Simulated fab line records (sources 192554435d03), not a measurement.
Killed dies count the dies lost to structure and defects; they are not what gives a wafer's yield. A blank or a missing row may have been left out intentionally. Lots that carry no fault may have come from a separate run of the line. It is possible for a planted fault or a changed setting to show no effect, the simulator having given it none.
Which tool is to blame? :: flow n5-finfet :: 72 wafers from 24 lots sampled at 6 of the route's 1938 steps

## WHAT THE GAUGES SHOWED, per wafer
N5_BEOL_M2_CD_MEAS_28: target cd 26.2 nm, target cd y 24.1 nm. Usual: cd-nm 26.29 nm, standard deviation 0.23.
lot: L074
measured: day 7 10:40
on: cd-sem-02
cd-nm (nm): 26.39 26.45 26.24
flag: 

lot: L075
measured: day 7 10:29
on: cd-sem-02
cd-nm (nm): 26.71 26.15 26.47
flag: 

lot: L076
measured: day 7 11:20
on: cd-sem-03
cd-nm (nm): 26.23 26.25 26.72
flag: 

lot: L077
measured: day 7 16:11
on: cd-sem-02
cd-nm (nm): 26.50 26.49 26.37
flag: 

lot: L078
measured: day 7 16:36
on: cd-sem-03
cd-nm (nm): 26.18 26.59 26.44
flag: 

lot: L079
measured: day 7 22:28
on: cd-sem-03
cd-nm (nm): 26.30 26.46 26.59
flag: 

lot: L080
measured: day 8 12:16
on: cd-sem-03
cd-nm (nm): 26.44 26.10 26.15
flag: 

lot: L081
measured: day 8 16:35
on: cd-sem-02
cd-nm (nm): 25.97 26.34 26.63
flag: 

lot: L082
measured: day 8 20:58
on: cd-sem-02
cd-nm (nm): 26.32 26.33 26.48
flag: 

lot: L083
measured: day 9 05:17
on: cd-sem-02
cd-nm (nm): 26.61 25.98 26.50
flag: 

lot: L084
measured: day 9 11:17
on: cd-sem-02
cd-nm (nm): 26.22 26.33 25.87
flag: 

lot: L085
measured: day 9 21:28
on: cd-sem-02
cd-nm (nm): 26.30 26.27 26.32
flag: 

lot: L087
measured: day 9 22:53
on: cd-sem-02
cd-nm (nm): 26.12 26.48 25.97
flag: 

lot: L086
measured: day 9 23:12
on: cd-sem-01
cd-nm (nm): 26.23 26.18 26.22
flag: 

lot: L088
measured: day 10 04:52
on: cd-sem-01
cd-nm (nm): 26.22 26.46 26.32
flag: 

lot: L089
measured: day 10 08:14
on: cd-sem-02
cd-nm (nm): 26.13 26.64 26.15
flag: 

lot: L090
measured: day 10 13:17
on: cd-sem-01
cd-nm (nm): 26.57 26.33 26.31
flag: 

lot: L092
measured: day 10 23:05
on: cd-sem-03
cd-nm (nm): 25.84 26.17 25.98
flag: 

lot: L091
measured: day 11 00:17
on: cd-sem-03
cd-nm (nm): 26.18 26.16 26.40
flag: 

lot: L093
measured: day 11 05:44
on: cd-sem-03
cd-nm (nm): 25.97 26.52 26.05
flag: 

lot: L094
measured: day 11 13:44
on: cd-sem-03
cd-nm (nm): 26.33 25.98 26.23
flag: 

lot: L095
measured: day 11 19:49
on: cd-sem-02
cd-nm (nm): 26.39 26.68 26.24
flag: 

lot: L096
measured: day 12 09:25
on: cd-sem-01
cd-nm (nm): 26.08 26.56 26.00
flag: 

lot: L097
measured: day 12 13:31
on: cd-sem-02
cd-nm (nm): 26.20 26.27 26.04
flag: 

## WHAT TOOL EACH LOT RAN ON (gives the tool, then ch and the chambers of the sampled wafers, and finally the start)
lot: L074
N5_BEOL_M1_DEGAS_44: pvd-sputter-02, day 6 13:12
N5_BEOL_M1_ALD_84: ald-metal-03 ch 0,1,2, day 6 13:18
N5_BEOL_M1_ANNEAL_80: pvd-sputter-03, day 6 14:13
N5_BEOL_M1_ANNEAL_93: pvd-sputter-03, day 7 06:13
N5_BEOL_M1_DEP_57: pecvd-03 ch 0,1,2, day 7 07:33

lot: L075
N5_BEOL_M1_DEGAS_44: pvd-sputter-01, day 7 03:31
N5_BEOL_M1_ALD_84: ald-metal-02 ch 2,3, day 7 03:37
N5_BEOL_M1_ANNEAL_80: pvd-sputter-01, day 7 04:25
N5_BEOL_M1_ANNEAL_93: pvd-sputter-01, day 7 05:31
N5_BEOL_M1_DEP_57: pecvd-03 ch 0,1, day 7 06:51

lot: L076
N5_BEOL_M1_DEGAS_44: pvd-sputter-01, day 7 06:19
N5_BEOL_M1_ALD_84: ald-metal-03 ch 0,2, day 7 06:25
N5_BEOL_M1_ANNEAL_80: pvd-sputter-01, day 7 07:10
N5_BEOL_M1_ANNEAL_93: pvd-sputter-01, day 7 08:16
N5_BEOL_M1_DEP_57: pecvd-04 ch 0,1, day 7 09:38

lot: L077
N5_BEOL_M1_DEGAS_44: pvd-sputter-03, day 7 09:11
N5_BEOL_M1_ALD_84: ald-metal-03 ch 0,1, day 7 09:18
N5_BEOL_M1_ANNEAL_80: pvd-sputter-03, day 7 10:08
N5_BEOL_M1_ANNEAL_93: pvd-sputter-03, day 7 11:14
N5_BEOL_M1_DEP_57: pecvd-04 ch 1,2, day 7 12:35

lot: L078
N5_BEOL_M1_DEGAS_44: pvd-sputter-01, day 7 09:43
N5_BEOL_M1_ALD_84: ald-metal-03 ch 2,3, day 7 09:53
N5_BEOL_M1_ANNEAL_80: pvd-sputter-02, day 7 10:49
N5_BEOL_M1_ANNEAL_93: pvd-sputter-02, day 7 11:55
N5_BEOL_M1_DEP_57: pecvd-02 ch 0,1,2, day 7 13:15

lot: L079
N5_BEOL_M1_DEGAS_44: pvd-sputter-03, day 7 15:01
N5_BEOL_M1_ALD_84: ald-metal-03 ch 1,2,3, day 7 15:07
N5_BEOL_M1_ANNEAL_80: pvd-sputter-01, day 7 16:02
N5_BEOL_M1_ANNEAL_93: pvd-sputter-01, day 7 17:08
N5_BEOL_M1_DEP_57: pecvd-04 ch 0,1,2, day 7 18:32

lot: L080
N5_BEOL_M1_DEGAS_44: pvd-sputter-02, day 8 03:45
N5_BEOL_M1_ALD_84: ald-metal-04 ch 0,1,3, day 8 03:51
N5_BEOL_M1_ANNEAL_80: pvd-sputter-02, day 8 04:41
N5_BEOL_M1_ANNEAL_93: pvd-sputter-02, day 8 05:47
N5_BEOL_M1_DEP_57: pecvd-02 ch 0,1, day 8 07:15

lot: L081
N5_BEOL_M1_DEGAS_44: pvd-sputter-03, day 8 06:59
N5_BEOL_M1_ALD_84: ald-metal-04 ch 0,3, day 8 07:06
N5_BEOL_M1_ANNEAL_80: pvd-sputter-03, day 8 07:59
N5_BEOL_M1_ANNEAL_93: pvd-sputter-03, day 8 11:11
N5_BEOL_M1_DEP_57: pecvd-02 ch 1,2, day 8 12:48

lot: L082
N5_BEOL_M1_DEGAS_44: pvd-sputter-03, day 8 15:14
N5_BEOL_M1_ALD_84: ald-metal-03 ch 2,3, day 8 15:20
N5_BEOL_M1_ANNEAL_80: pvd-sputter-03, day 8 16:19
N5_BEOL_M1_ANNEAL_93: pvd-sputter-03, day 8 17:25
N5_BEOL_M1_DEP_57: pecvd-03 ch 0,2, day 8 18:46

lot: L083
N5_BEOL_M1_DEGAS_44: pvd-sputter-01, day 8 21:29
N5_BEOL_M1_ALD_84: ald-metal-02 ch 0,1,2, day 8 21:35
N5_BEOL_M1_ANNEAL_80: pvd-sputter-03, day 8 22:47
N5_BEOL_M1_ANNEAL_93: pvd-sputter-03, day 8 23:53
N5_BEOL_M1_DEP_57: pecvd-02 ch 0,1,2, day 9 01:13

lot: L084
N5_BEOL_M1_DEGAS_44: pvd-sputter-02, day 9 05:14
N5_BEOL_M1_ALD_84: ald-metal-03 ch 0,2,3, day 9 05:20
N5_BEOL_M1_ANNEAL_80: pvd-sputter-01, day 9 06:13
N5_BEOL_M1_ANNEAL_93: pvd-sputter-01, day 9 07:19
N5_BEOL_M1_DEP_57: pecvd-04 ch 0,2, day 9 08:40

lot: L085
N5_BEOL_M1_DEGAS_44: pvd-sputter-03, day 9 14:28
N5_BEOL_M1_ALD_84: ald-metal-03 ch 2,3, day 9 14:34
N5_BEOL_M1_ANNEAL_80: pvd-sputter-03, day 9 15:50
N5_BEOL_M1_ANNEAL_93: pvd-sputter-03, day 9 16:56
N5_BEOL_M1_DEP_57: pecvd-03 ch 0,1, day 9 18:19

lot: L087
N5_BEOL_M1_DEGAS_44: pvd-sputter-03, day 9 17:28
N5_BEOL_M1_ALD_84: ald-metal-04 ch 0,3, day 9 17:34
N5_BEOL_M1_ANNEAL_80: pvd-sputter-01, day 9 18:23
N5_BEOL_M1_ANNEAL_93: pvd-sputter-01, day 9 19:29
N5_BEOL_M1_DEP_57: pecvd-02 ch 0,1,2, day 9 20:50

lot: L086
N5_BEOL_M1_DEGAS_44: pvd-sputter-01, day 9 17:29
N5_BEOL_M1_ALD_84: ald-metal-02 ch 1,3, day 9 17:36
N5_BEOL_M1_ANNEAL_80: pvd-sputter-03, day 9 19:01
N5_BEOL_M1_ANNEAL_93: pvd-sputter-03, day 9 20:07
N5_BEOL_M1_DEP_57: pecvd-04 ch 0, day 9 21:28

lot: L088
N5_BEOL_M1_DEGAS_44: pvd-sputter-02, day 9 21:08
N5_BEOL_M1_ALD_84: ald-metal-02 ch 0,1, day 9 21:14
N5_BEOL_M1_ANNEAL_80: pvd-sputter-03, day 9 22:04
N5_BEOL_M1_ANNEAL_93: pvd-sputter-03, day 9 23:10
N5_BEOL_M1_DEP_57: pecvd-02 ch 0,1,2, day 10 00:31

lot: L089
N5_BEOL_M1_DEGAS_44: pvd-sputter-01, day 10 00:02
N5_BEOL_M1_ALD_84: ald-metal-03 ch 0,1,3, day 10 00:08
N5_BEOL_M1_ANNEAL_80: pvd-sputter-01, day 10 02:23
N5_BEOL_M1_ANNEAL_93: pvd-sputter-01, day 10 03:29
N5_BEOL_M1_DEP_57: pecvd-02 ch 1,2, day 10 04:51

lot: L090
N5_BEOL_M1_DEGAS_44: pvd-sputter-02, day 10 07:23
N5_BEOL_M1_ALD_84: ald-metal-02 ch 0,1,3, day 10 07:29
N5_BEOL_M1_ANNEAL_80: pvd-sputter-01, day 10 08:31
N5_BEOL_M1_ANNEAL_93: pvd-sputter-01, day 10 09:37
N5_BEOL_M1_DEP_57: pecvd-02 ch 0,2, day 10 11:01

lot: L092
N5_BEOL_M1_DEGAS_44: pvd-sputter-03, day 10 15:20
N5_BEOL_M1_ALD_84: ald-metal-03 ch 0,2,3, day 10 15:26
N5_BEOL_M1_ANNEAL_80: pvd-sputter-03, day 10 16:14
N5_BEOL_M1_ANNEAL_93: pvd-sputter-03, day 10 17:20
N5_BEOL_M1_DEP_57: pecvd-02 ch 0,2, day 10 18:41

lot: L091
N5_BEOL_M1_DEGAS_44: pvd-sputter-02, day 10 18:37
N5_BEOL_M1_ALD_84: ald-metal-02 ch 1,2,3, day 10 18:45
N5_BEOL_M1_ANNEAL_80: pvd-sputter-02, day 10 19:40
N5_BEOL_M1_ANNEAL_93: pvd-sputter-02, day 10 20:46
N5_BEOL_M1_DEP_57: pecvd-04 ch 0,1,2, day 10 22:15

lot: L093
N5_BEOL_M1_DEGAS_44: pvd-sputter-01, day 10 22:58
N5_BEOL_M1_ALD_84: ald-metal-02 ch 2,3, day 10 23:05
N5_BEOL_M1_ANNEAL_80: pvd-sputter-01, day 11 01:44
N5_BEOL_M1_ANNEAL_93: pvd-sputter-01, day 11 02:50
N5_BEOL_M1_DEP_57: pecvd-03 ch 1,2, day 11 04:10

lot: L094
N5_BEOL_M1_DEGAS_44: pvd-sputter-02, day 11 07:16
N5_BEOL_M1_ALD_84: ald-metal-03 ch 0,3, day 11 07:22
N5_BEOL_M1_ANNEAL_80: pvd-sputter-01, day 11 08:31
N5_BEOL_M1_ANNEAL_93: pvd-sputter-01, day 11 09:37
N5_BEOL_M1_DEP_57: pecvd-04 ch 1,2, day 11 11:01

lot: L095
N5_BEOL_M1_DEGAS_44: pvd-sputter-02, day 11 12:13
N5_BEOL_M1_ALD_84: ald-metal-03 ch 0,1,3, day 11 12:22
N5_BEOL_M1_ANNEAL_80: pvd-sputter-01, day 11 13:28
N5_BEOL_M1_ANNEAL_93: pvd-sputter-01, day 11 14:34
N5_BEOL_M1_DEP_57: pecvd-03 ch 1,2, day 11 15:54

lot: L096
N5_BEOL_M1_DEGAS_44: pvd-sputter-02, day 11 22:41
N5_BEOL_M1_ALD_84: ald-metal-02 ch 0,1,2, day 11 22:48
N5_BEOL_M1_ANNEAL_80: pvd-sputter-03, day 12 02:50
N5_BEOL_M1_ANNEAL_93: pvd-sputter-03, day 12 03:56
N5_BEOL_M1_DEP_57: pecvd-02 ch 0,1, day 12 05:17

lot: L097
N5_BEOL_M1_DEGAS_44: pvd-sputter-01, day 12 08:22
N5_BEOL_M1_ALD_84: ald-metal-04 ch 0,1,2, day 12 08:28
N5_BEOL_M1_ANNEAL_80: pvd-sputter-03, day 12 09:14
N5_BEOL_M1_ANNEAL_93: pvd-sputter-03, day 12 10:20
N5_BEOL_M1_DEP_57: pecvd-02 ch 0,1,2, day 12 11:41
- N5_BEOL_M1_DEGAS_44: time 60 s.
- N5_BEOL_M1_ALD_84: deposits TaN, pulse time 2 s, purge time 3 s, co reactant purge time 2 s.
- N5_BEOL_M1_ANNEAL_80: time 240 s.
- N5_BEOL_M1_ANNEAL_93: time 240 s.
- N5_BEOL_M1_DEP_57: deposits SiCN from 3MS/NH3, target thk 8 nm, time 14 s.

## WHAT THE TOOLS THEMSELVES READ (means of the sampled wafers that have a number; where no wafer has one, the mark that the record gives instead)
N5_BEOL_M1_DEGAS_44. Usual: heater-power-w 342 W, standard deviation 40.
lot: L074
tool: pvd-sputter-02
heater-power-w (W): 355
flag: 

lot: L075
tool: pvd-sputter-01
heater-power-w (W): 311
flag: 

lot: L076
tool: pvd-sputter-01
heater-power-w (W): 328
flag: 

lot: L077
tool: pvd-sputter-03
heater-power-w (W): 375
flag: 

lot: L078
tool: pvd-sputter-01
heater-power-w (W): 290
flag: 

lot: L079
tool: pvd-sputter-03
heater-power-w (W): 350
flag: 

lot: L080
tool: pvd-sputter-02
heater-power-w (W): 341
flag: 

lot: L081
tool: pvd-sputter-03
heater-power-w (W): 340
flag: 

lot: L082
tool: pvd-sputter-03
heater-power-w (W): 353
flag: 

lot: L083
tool: pvd-sputter-01
heater-power-w (W): 337
flag: 

lot: L084
tool: pvd-sputter-02
heater-power-w (W): 340
flag: 

lot: L085
tool: pvd-sputter-03
heater-power-w (W): 332
flag: 

lot: L087
tool: pvd-sputter-03
heater-power-w (W): 351
flag: 

lot: L086
tool: pvd-sputter-01
heater-power-w (W): 315
flag: 

lot: L088
tool: pvd-sputter-02
heater-power-w (W): 320
flag: 

lot: L089
tool: pvd-sputter-01
heater-power-w (W): 330
flag: 

lot: L090
tool: pvd-sputter-02
heater-power-w (W): 342
flag: 

lot: L092
tool: pvd-sputter-03
heater-power-w (W): 341
flag: 

lot: L091
tool: pvd-sputter-02
heater-power-w (W): 354
flag: 

lot: L093
tool: pvd-sputter-01
heater-power-w (W): 333
flag: 

lot: L094
tool: pvd-sputter-02
heater-power-w (W): 354
flag: 

lot: L095
tool: pvd-sputter-02
heater-power-w (W): 383
flag: 

lot: L096
tool: pvd-sputter-02
heater-power-w (W): 308
flag: 

lot: L097
tool: pvd-sputter-01
heater-power-w (W): 333
flag: 

N5_BEOL_M1_ALD_84. Usual: heater-power-w 427 W, standard deviation 37; precursor-vessel-carrier-sccm 999.7 sccm, standard deviation 2.9.
lot: L074
tool: ald-metal-03
heater-power-w (W): 426
precursor-vessel-carrier-sccm (sccm): 1000.5
flag: 

lot: L075
tool: ald-metal-02
heater-power-w (W): 456
precursor-vessel-carrier-sccm (sccm): 1000.0
flag: 

lot: L076
tool: ald-metal-03
heater-power-w (W): 418
precursor-vessel-carrier-sccm (sccm): 998.7
flag: 

lot: L077
tool: ald-metal-03
heater-power-w (W): 449
precursor-vessel-carrier-sccm (sccm): 1001.0
flag: 

lot: L078
tool: ald-metal-03
heater-power-w (W): 381
precursor-vessel-carrier-sccm (sccm): 998.5
flag: 

lot: L079
tool: ald-metal-03
heater-power-w (W): 405
precursor-vessel-carrier-sccm (sccm): 1000.7
flag: 

lot: L080
tool: ald-metal-04
heater-power-w (W): 406
precursor-vessel-carrier-sccm (sccm): 998.1
flag: 

lot: L081
tool: ald-metal-04
heater-power-w (W): 395
precursor-vessel-carrier-sccm (sccm): 1000.7
flag: 

lot: L082
tool: ald-metal-03
heater-power-w (W): 390
precursor-vessel-carrier-sccm (sccm): 1000.2
flag: 

lot: L083
tool: ald-metal-02
heater-power-w (W): 448
precursor-vessel-carrier-sccm (sccm): 1000.7
flag: 

lot: L084
tool: ald-metal-03
heater-power-w (W): 407
precursor-vessel-carrier-sccm (sccm): 999.7
flag: 

lot: L085
tool: ald-metal-03
heater-power-w (W): 394
precursor-vessel-carrier-sccm (sccm): 1000.9
flag: 

lot: L087
tool: ald-metal-04
heater-power-w (W): 370
precursor-vessel-carrier-sccm (sccm): 997.8
flag: 

lot: L086
tool: ald-metal-02
heater-power-w (W): 426
precursor-vessel-carrier-sccm (sccm): 997.0
flag: 

lot: L088
tool: ald-metal-02
heater-power-w (W): 461
precursor-vessel-carrier-sccm (sccm): 995.8
flag: 

lot: L089
tool: ald-metal-03
heater-power-w (W): 438
precursor-vessel-carrier-sccm (sccm): 1001.9
flag: 

lot: L090
tool: ald-metal-02
heater-power-w (W): 449
precursor-vessel-carrier-sccm (sccm): 1002.0
flag: 

lot: L092
tool: ald-metal-03
heater-power-w (W): 408
precursor-vessel-carrier-sccm (sccm): 999.1
flag: 

lot: L091
tool: ald-metal-02
heater-power-w (W): 440
precursor-vessel-carrier-sccm (sccm): 1005.1
flag: 

lot: L093
tool: ald-metal-02
heater-power-w (W): 451
precursor-vessel-carrier-sccm (sccm): 1000.9
flag: 

lot: L094
tool: ald-metal-03
heater-power-w (W): 417
precursor-vessel-carrier-sccm (sccm): 998.7
flag: 

lot: L095
tool: ald-metal-03
heater-power-w (W): 431
precursor-vessel-carrier-sccm (sccm): 1001.0
flag: 

lot: L096
tool: ald-metal-02
heater-power-w (W): 458
precursor-vessel-carrier-sccm (sccm): 998.4
flag: 

lot: L097
tool: ald-metal-04
heater-power-w (W): 435
precursor-vessel-carrier-sccm (sccm): 997.3
flag: 

N5_BEOL_M1_ANNEAL_80. Usual: heater-power-w 853 W, standard deviation 100; susceptor_temp_C_max 400.9, standard deviation 0.36.
lot: L074
tool: pvd-sputter-03
heater-power-w (W): 940
susceptor_temp_C_max: 400.8
flag: 

lot: L075
tool: pvd-sputter-01
heater-power-w (W): 779
susceptor_temp_C_max: 400.9
flag: 

lot: L076
tool: pvd-sputter-01
heater-power-w (W): 837
susceptor_temp_C_max: 400.8
flag: 

lot: L077
tool: pvd-sputter-03
heater-power-w (W): 900
susceptor_temp_C_max: 401.0
flag: 

lot: L078
tool: pvd-sputter-02
heater-power-w (W): 852
susceptor_temp_C_max: 401.0
flag: 

lot: L079
tool: pvd-sputter-01
heater-power-w (W): 784
susceptor_temp_C_max: 401.1
flag: 

lot: L080
tool: pvd-sputter-02
heater-power-w (W): 862
susceptor_temp_C_max: 401.0
flag: 

lot: L081
tool: pvd-sputter-03
heater-power-w (W): 947
susceptor_temp_C_max: 400.6
flag: 

lot: L082
tool: pvd-sputter-03
heater-power-w (W): 901
susceptor_temp_C_max: 401.1
flag: 

lot: L083
tool: pvd-sputter-03
heater-power-w (W): 948
susceptor_temp_C_max: 400.3
flag: 

lot: L084
tool: pvd-sputter-01
heater-power-w (W): 774
susceptor_temp_C_max: 400.9
flag: 

lot: L085
tool: pvd-sputter-03
heater-power-w (W): 792
susceptor_temp_C_max: 401.2
flag: 

lot: L087
tool: pvd-sputter-01
heater-power-w (W): 730
susceptor_temp_C_max: 401.0
flag: 

lot: L086
tool: pvd-sputter-03
heater-power-w (W): 862
susceptor_temp_C_max: 401.1
flag: 

lot: L088
tool: pvd-sputter-03
heater-power-w (W): 944
susceptor_temp_C_max: 400.6
flag: 

lot: L089
tool: pvd-sputter-01
heater-power-w (W): 777
susceptor_temp_C_max: 401.2
flag: 

lot: L090
tool: pvd-sputter-01
heater-power-w (W): 732
susceptor_temp_C_max: 400.9
flag: 

lot: L092
tool: pvd-sputter-03
heater-power-w (W): 908
susceptor_temp_C_max: 400.8
flag: 

lot: L091
tool: pvd-sputter-02
heater-power-w (W): 841
susceptor_temp_C_max: 400.8
flag: 

lot: L093
tool: pvd-sputter-01
heater-power-w (W): 777
susceptor_temp_C_max: 401.1
flag: 

lot: L094
tool: pvd-sputter-01
heater-power-w (W): 826
susceptor_temp_C_max: 401.3
flag: 

lot: L095
tool: pvd-sputter-01
heater-power-w (W): 772
susceptor_temp_C_max: 400.9
flag: 

lot: L096
tool: pvd-sputter-03
heater-power-w (W): 888
susceptor_temp_C_max: 401.1
flag: 

lot: L097
tool: pvd-sputter-03
heater-power-w (W): 838
susceptor_temp_C_max: 400.7
flag: 

N5_BEOL_M1_ANNEAL_93. Usual: heater-power-w 852 W, standard deviation 100; susceptor_temp_C_max 400.9, standard deviation 0.36.
lot: L074
tool: pvd-sputter-03
heater-power-w (W): 945
susceptor_temp_C_max: 400.7
flag: 

lot: L075
tool: pvd-sputter-01
heater-power-w (W): 779
susceptor_temp_C_max: 401.1
flag: 

lot: L076
tool: pvd-sputter-01
heater-power-w (W): 829
susceptor_temp_C_max: 400.8
flag: 

lot: L077
tool: pvd-sputter-03
heater-power-w (W): 903
susceptor_temp_C_max: 400.8
flag: 

lot: L078
tool: pvd-sputter-02
heater-power-w (W): 854
susceptor_temp_C_max: 400.8
flag: 

lot: L079
tool: pvd-sputter-01
heater-power-w (W): 777
susceptor_temp_C_max: 401.1
flag: 

lot: L080
tool: pvd-sputter-02
heater-power-w (W): 850
susceptor_temp_C_max: 400.9
flag: 

lot: L081
tool: pvd-sputter-03
heater-power-w (W): 951
susceptor_temp_C_max: 400.7
flag: 

lot: L082
tool: pvd-sputter-03
heater-power-w (W): 893
susceptor_temp_C_max: 400.9
flag: 

lot: L083
tool: pvd-sputter-03
heater-power-w (W): 949
susceptor_temp_C_max: 400.8
flag: 

lot: L084
tool: pvd-sputter-01
heater-power-w (W): 778
susceptor_temp_C_max: 400.9
flag: 

lot: L085
tool: pvd-sputter-03
heater-power-w (W): 799
susceptor_temp_C_max: 401.3
flag: 

lot: L087
tool: pvd-sputter-01
heater-power-w (W): 734
susceptor_temp_C_max: 400.8
flag: 

lot: L086
tool: pvd-sputter-03
heater-power-w (W): 871
susceptor_temp_C_max: 400.9
flag: 

lot: L088
tool: pvd-sputter-03
heater-power-w (W): 945
susceptor_temp_C_max: 400.9
flag: 

lot: L089
tool: pvd-sputter-01
heater-power-w (W): 778
susceptor_temp_C_max: 400.7
flag: 

lot: L090
tool: pvd-sputter-01
heater-power-w (W): 716
susceptor_temp_C_max: 400.9
flag: 

lot: L092
tool: pvd-sputter-03
heater-power-w (W): 897
susceptor_temp_C_max: 400.9
flag: 

lot: L091
tool: pvd-sputter-02
heater-power-w (W): 847
susceptor_temp_C_max: 401.0
flag: 

lot: L093
tool: pvd-sputter-01
heater-power-w (W): 796
susceptor_temp_C_max: 401.3
flag: 

lot: L094
tool: pvd-sputter-01
heater-power-w (W): 829
susceptor_temp_C_max: 401.1
flag: 

lot: L095
tool: pvd-sputter-01
heater-power-w (W): 781
susceptor_temp_C_max: 401.3
flag: 

lot: L096
tool: pvd-sputter-03
heater-power-w (W): 877
susceptor_temp_C_max: 400.9
flag: 

lot: L097
tool: pvd-sputter-03
heater-power-w (W): 846
susceptor_temp_C_max: 401.0
flag: 

N5_BEOL_M1_DEP_57. Usual: showerhead-plenum-p-Torr 3.663 Torr, standard deviation 0.014; throttle-valve-pct 8.9 %, standard deviation 0.51.
lot: L074
tool: pecvd-03
showerhead-plenum-p-Torr (Torr): 3.666
throttle-valve-pct (%): 8.8
flag: 

lot: L075
tool: pecvd-03
showerhead-plenum-p-Torr (Torr): 3.672
throttle-valve-pct (%): 9.1
flag: 

lot: L076
tool: pecvd-04
showerhead-plenum-p-Torr (Torr): 3.667
throttle-valve-pct (%): 9.5
flag: 

lot: L077
tool: pecvd-04
showerhead-plenum-p-Torr (Torr): 3.682
throttle-valve-pct (%): 9.4
flag: 

lot: L078
tool: pecvd-02
showerhead-plenum-p-Torr (Torr): 3.656
throttle-valve-pct (%): 9.0
flag: 

lot: L079
tool: pecvd-04
showerhead-plenum-p-Torr (Torr): 3.678
throttle-valve-pct (%): 9.3
flag: 

lot: L080
tool: pecvd-02
showerhead-plenum-p-Torr (Torr): 3.648
throttle-valve-pct (%): 9.1
flag: 

lot: L081
tool: pecvd-02
showerhead-plenum-p-Torr (Torr): 3.660
throttle-valve-pct (%): 8.4
flag: 

lot: L082
tool: pecvd-03
showerhead-plenum-p-Torr (Torr): 3.676
throttle-valve-pct (%): 8.8
flag: 

lot: L083
tool: pecvd-02
showerhead-plenum-p-Torr (Torr): 3.657
throttle-valve-pct (%): 8.8
flag: 

lot: L084
tool: pecvd-04
showerhead-plenum-p-Torr (Torr): 3.678
throttle-valve-pct (%): 9.0
flag: 

lot: L085
tool: pecvd-03
showerhead-plenum-p-Torr (Torr): 3.662
throttle-valve-pct (%): 8.9
flag: 

lot: L087
tool: pecvd-02
showerhead-plenum-p-Torr (Torr): 3.655
throttle-valve-pct (%): 8.8
flag: 

lot: L086
tool: pecvd-04
showerhead-plenum-p-Torr (Torr): 3.673
throttle-valve-pct (%): 8.9
flag: 

lot: L088
tool: pecvd-02
showerhead-plenum-p-Torr (Torr): 3.652
throttle-valve-pct (%): 8.9
flag: 

lot: L089
tool: pecvd-02
showerhead-plenum-p-Torr (Torr): 3.655
throttle-valve-pct (%): 8.5
flag: 

lot: L090
tool: pecvd-02
showerhead-plenum-p-Torr (Torr): 3.648
throttle-valve-pct (%): 9.1
flag: 

lot: L092
tool: pecvd-02
showerhead-plenum-p-Torr (Torr): 3.658
throttle-valve-pct (%): 8.9
flag: 

lot: L091
tool: pecvd-04
showerhead-plenum-p-Torr (Torr): 3.671
throttle-valve-pct (%): 9.1
flag: 

lot: L093
tool: pecvd-03
showerhead-plenum-p-Torr (Torr): 3.658
throttle-valve-pct (%): 8.6
flag: 

lot: L094
tool: pecvd-04
showerhead-plenum-p-Torr (Torr): 3.671
throttle-valve-pct (%): 9.1
flag: 

lot: L095
tool: pecvd-03
showerhead-plenum-p-Torr (Torr): 3.662
throttle-valve-pct (%): 8.5
flag: 

lot: L096
tool: pecvd-02
showerhead-plenum-p-Torr (Torr): 3.649
throttle-valve-pct (%): 9.1
flag: 

lot: L097
tool: pecvd-02
showerhead-plenum-p-Torr (Torr): 3.647
throttle-valve-pct (%): 8.9
flag: 

## THE ANSWER, worked out from the rows above alone
Rule: lot off if the mean of its wafers having a number is beyond 3 standard deviations from the usual mean. A lot without any number at a reading at which 4 lots or more have one is off too. The other lots that the step has rows for count as sound. Order of review: gauges by route order, followed by the tools' own readings, for which a lot's mean as printed above is used. The first step at which some lot is off is used, and at that step the reading that is off furthest; a lot without a number counts as furthest.
Nothing can be told from this: no lot is off at any reading shown.

## WHAT WAS PUT IN BY THE SIMULATOR
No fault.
